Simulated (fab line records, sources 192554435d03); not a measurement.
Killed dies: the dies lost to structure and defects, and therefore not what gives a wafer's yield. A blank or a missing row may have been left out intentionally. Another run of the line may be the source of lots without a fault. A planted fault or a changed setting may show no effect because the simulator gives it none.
Chamber matching ; flow n5_finfet ; 3 sister chambers for N5_BEOL_M7_ILD_DEP_00 on pecvd-04
The step deposits SiCOH lowk from DEMS/porogen, target thk 179.75 nm, time 33.4 s. 3 wafers are shown with their chamber, then 7 later ones without.

## EACH WAFER AND ITS CHAMBER
wafer;chamber;heater_power_w (W)
L082.6;0;182
L086.3;2;323
L084.5;1;255

## WAFERS MISSING THEIR CHAMBER
wafer;heater_power_w (W)
L084.6;193
L096.2;213
L096.4;305
L096.6;236
L092.3;307
L092.5;287
L092.6;321

## CHAMBER TAKEN BY EACH
wafer;from the rows above;in truth
L084.6;0;0
L096.2;can't be placed: 0 or 1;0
L096.4;can't be placed: 2 or 1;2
L096.6;can't be placed: 1 or 0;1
L092.3;can't be placed: 2 or 1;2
L092.5;can't be placed: 1 or 2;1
L092.6;2;2
2 of 7 placed correctly. Can't be placed from these rows: 5 (the true chamber is among the candidates in 5). 0 placed wrongly.
How it was worked out, from the rows above alone: a wafer's distance from a chamber is the root of the sum, over the readings, of the square of ((its reading less the chamber's mean) divided by the reading's scatter). If the next closest chamber is less than 2 further off than the closest, the wafer can't be placed; otherwise it belongs to the closest. A chamber's mean is the mean of its shown wafers. The scatter: root of mean squared gap, hidden wafer to nearest shown wafer, with one shown wafer a chamber.
